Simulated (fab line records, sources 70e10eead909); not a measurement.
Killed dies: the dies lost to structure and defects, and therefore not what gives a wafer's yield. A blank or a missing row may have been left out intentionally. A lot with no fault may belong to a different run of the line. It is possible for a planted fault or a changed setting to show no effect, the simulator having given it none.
Struck lot and sound lot, side by side || flow nandHarc || 15 steps out of a route of 1302
Sound: wafers L129.2, L129.4, L129.5. Struck: wafer L143.3; the same lot's L143.2 was not struck, so it is left out; see the end for the cause.
At each step with rows: each side's tool, then ch and its chambers, then its first start. Under that, the readings that differ: sound wafers || struck wafers || difference of the means || sigmas: that difference in standard deviations of wafers without a fault.
alike: readings whose means differ by less than 2 such deviations, and words and numbers that are the same on both sides. not compared: withheld readings, readings that some wafer has no value for, bounds like >300 that may hide the same value, and numbers for which the record gives no deviation and whose values overlap.
Wherever a step has rows on one side only, a row that says differs or no value, or a row with sigmas, the two part there. Numbers that don't overlap but have no deviation are shown without sigmas and don't part them. A reading that every wafer of one side lacks parts them only if that side has two wafers or more.

first, 5 steps without rows for these wafers: NHARC_A_CHANNEL_HOLE_D1_ETCH_19 (etches the open film in C4F8/O2/Ar, time 34.5 s); NHARC_A_CHANNEL_HOLE_D1_ETCH_20 (etches the open film in C4F8/O2/Ar, time 361.9 s, target depth 1600 nm); NHARC_A_CHANNEL_HOLE_D1_ETCH_21 (etches the open film in C4F8/O2/Ar, time 514.3 s, target depth 1600 nm); NHARC_A_CHANNEL_HOLE_D1_ETCH_22 (etches the open film in C4F8/O2/Ar, time 666.7 s, target depth 1600 nm); NHARC_A_CHANNEL_HOLE_D1_ETCH_23 (etches the open film in C4F8/O2/Ar, time 819 s, target depth 1600 nm).
NHARC_A_CHANNEL_HOLE_D1_ETCH_24: etches the open film in C4F8/O2/Ar, time 906.2 s, target depth 1500 nm.
  sound on harEtch-01 ch 0,1, day 9 21:59; struck on harEtch-01 ch 0, day 15 16:13
  alike: chamberPressureMTorr, drypumpMotorCurrentA, heBacksideLeakSccm, showerheadPlenumPTorr, throttleValvePct
  not compared: rfHoursCounterH
NHARC_A_CHANNEL_HOLE_D1_ETCH_25: etches the open film in C4F8/O2/Ar, time 1040.2 s, target depth 1500 nm.
  sound on harEtch-01 ch 0,1, day 9 22:45; struck on harEtch-01 ch 0, day 15 17:01
  alike: chamberPressureMTorr, drypumpMotorCurrentA, heBacksideLeakSccm, showerheadPlenumPTorr, throttleValvePct
  not compared: rfHoursCounterH
NHARC_A_CHANNEL_HOLE_D1_ETCH_26: etches the open film in C4F8/O2/Ar, time 224.1 s, target depth 300 nm.
  sound on harEtch-01 ch 0,1, day 9 23:38; struck on harEtch-01 ch 0, day 15 17:47
{"reading": "heBacksideLeakSccm (sccm)", "sound": "5.4 5.5 5.3", "struck": 8.4, "difference": "+3.0", "sigmas": "+3"}
  alike: chamberPressureMTorr, drypumpMotorCurrentA, showerheadPlenumPTorr, throttleValvePct
  not compared: rfHoursCounterH
NHARC_A_CHANNEL_HOLE_D1_ETCH_33: etches the open film in C4F8/O2/Ar, time 90 s, target depth 400 nm.
  sound on harEtch-01 ch 0,1, day 9 23:50; struck on harEtch-01 ch 0, day 15 17:59
  alike: chamberPressureMTorr, drypumpMotorCurrentA, heBacksideLeakSccm, showerheadPlenumPTorr, throttleValvePct
  not compared: rfHoursCounterH
then, 3 steps without rows for these wafers: NHARC_A_CHANNEL_HOLE_D1_STRIP_41 (strips in N2/H2); NHARC_A_CHANNEL_HOLE_D1_STRIP_42 (strips in CF4/CHF3); NHARC_A_CHANNEL_HOLE_D1_STRIP_43 (strips in O2/COS).
NHARC_A_CHANNEL_HOLE_D1_ETCH_44: etches the open film in CF4/O2, target depth 140 nm, overetch 14 nm, time 77 s.
  sound on rieDiel-10 ch 1,2,3, day 10 00:35; struck on rieDiel-07 ch 2, day 15 18:42
{"reading": "drypumpMotorCurrentA (A)", "sound": "5.6 5.5 5.1", "struck": 6.3, "difference": "+0.9", "sigmas": "+3"}
{"reading": "oesProductAu (a.u.)", "sound": "1.000 0.997 1.002", "struck": 0.933, "difference": -0.067, "sigmas": -7}
  alike: chamberPressureMTorr, rfVppV, showerheadPlenumPTorr, throttleValvePct
  not compared: rfHoursCounterH
NHARC_A_CHANNEL_HOLE_D1_STRIP_27: strips in O2.
  sound: rieDiel-10 ch 1,2; struck: rieDiel-07 ch 3
{"reading": "rfVppV (V)", "sound": "57.7 58.5 56.8", "struck": 59.6, "difference": "+1.9", "sigmas": "+2"}
  alike: chamberPressureMTorr, drypumpMotorCurrentA, oesProductAu, showerheadPlenumPTorr, throttleValvePct
  not compared: rfHoursCounterH
-- break in the record here, with 16 days between the starts of the struck wafers on either side (left off in module A_CHANNEL_HOLE_D1, picked up again in module END, where the first step shown is number 1302 on the route) --
NHARC_END_SORT_01:
  only the struck wafers appear in the record here, on prober-01 ch 0 at day 31 23:46; the sound ones have no rows

WHERE THEY PART
First at NHARC_A_CHANNEL_HOLE_D1_ETCH_26; last, within this record, at NHARC_END_SORT_01.

WHY: what had been put in by the simulator
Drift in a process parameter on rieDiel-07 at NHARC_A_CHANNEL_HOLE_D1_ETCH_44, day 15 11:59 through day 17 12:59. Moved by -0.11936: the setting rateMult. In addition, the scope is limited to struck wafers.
